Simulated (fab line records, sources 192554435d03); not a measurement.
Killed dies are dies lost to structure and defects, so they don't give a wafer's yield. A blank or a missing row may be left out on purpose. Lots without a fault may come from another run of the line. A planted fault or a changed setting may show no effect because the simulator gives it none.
One fault seen from 2 desks | flow n5_finfet | each desk has only its own numbers; what lay behind them comes last

THE METROLOGY DESK
What the gauges read, lot by lot, whatever tool the lot ran on: means of the sampled wafers that have a number. A lot is out of limits, marked OUT, if its mean lies more than 4 standard deviations from the usual mean; the brackets give that distance. Of its 11 readings 7 are shown: the one that was out of limits first, and those that lie furthest out on some lot.
Columns: A = DIBL_N at N5_BEOL_M4_RC_MEAS_101, usual 36.5 mV/V; B = DIBL_P at N5_BEOL_M4_RC_MEAS_101, usual 36.5 mV/V; C = IOFF_P at N5_BEOL_M4_RC_MEAS_101, usual 0.219 nA/um; D = ION_N at N5_BEOL_M4_RC_MEAS_101, usual 675 uA/um; E = RS_PWELL at N5_BEOL_M4_RC_MEAS_101, usual 3008 ohm/sq; F = SS_P at N5_BEOL_M4_RC_MEAS_101, usual 73.4 mV/dec; G = VT_N at N5_BEOL_M4_RC_MEAS_101, usual 249.7 mV
lot  | first seen here | A    | B    | C     | D   | E               | F    | G
L924 | day 8 03:10     | 37.3 | 35.5 | 0.222 | 668 | 3021            | 73.5 | 253.4
L925 | day 8 15:29     | 36.0 | 37.0 | 0.201 | 672 | 2999            | 73.5 | 249.9
L928 | day 9 09:45     | 36.4 | 35.3 | 0.195 | 676 | 2995            | 73.4 | 251.1
L929 | day 9 16:14     | 34.3 | 34.3 | 0.179 | 676 | 2989            | 72.8 | 250.5
L932 | day 11 00:24    | 37.5 | 36.8 | 0.234 | 680 | 3156 (+6.7) OUT | 73.7 | 250.4
L935 | day 11 08:19    | 35.5 | 34.9 | 0.226 | 679 | 3134 (+5.7) OUT | 72.9 | 248.2
L942 | day 12 21:46    | 37.7 | 37.8 | 0.232 | 686 | 3009            | 73.5 | 247.6
L943 | day 13 02:41    | 38.4 | 37.8 | 0.244 | 677 | 3037            | 74.2 | 248.9
L945 | day 13 22:22    | 34.7 | 36.4 | 0.210 | 677 | 2986            | 73.1 | 250.7
This desk's finding: out of limits on L932, L935; first on L932, day 11 00:24 (RS_PWELL at N5_BEOL_M4_RC_MEAS_101). In limits: L924, L925, L928, L929, L942, L943, L945.

THE TOOL OWNER'S DESK: implanter-01
The tool's own readings at N5_WELL_APT_IMPLANT_31: means of the sampled wafers that have a number, for each lot that ran on this tool. A lot is out of limits, marked OUT, if its mean lies more than 4 standard deviations from the usual mean; the brackets give that distance.
Columns: A = dose_ions_cm2 at N5_WELL_APT_IMPLANT_31, usual 1.4999e+13; B = faraday_current_uA at N5_WELL_APT_IMPLANT_31, usual 190
lot  | first seen here | A                    | B
L924 | day 1 21:50     | 1.5014e+13           | 192
L925 | day 2 03:10     | 1.4998e+13           | 188
L928 | day 2 21:59     | 1.4986e+13           | 191
L932 | day 3 23:35     | 1.4042e+13 (-53) OUT | 178
L935 | day 4 15:05     | 1.4034e+13 (-54) OUT | 174
This desk's finding: out of limits on L932, L935; first on L932, day 3 23:35 (dose_ions_cm2 at N5_WELL_APT_IMPLANT_31). In limits: L924, L925, L928.

PUT TOGETHER
The tool owner's desk could have raised an alarm at day 3 23:35, on L932, L935.
The metrology desk could have raised an alarm at day 11 00:24, on L932, L935.
Of the lots named, all ran N5_WELL_APT_IMPLANT_31 on implanter-01.

WHAT THE SIMULATOR HAD PUT IN
Process parameter drift: implanter-01, from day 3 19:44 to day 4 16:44, at N5_WELL_APT_IMPLANT_31. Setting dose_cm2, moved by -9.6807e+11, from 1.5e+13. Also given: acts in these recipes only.
Lots struck among those shown: L932, L935.
Hours from the fault's start to each desk's first reading out of limits: the tool owner's desk, 4; the metrology desk, 173.
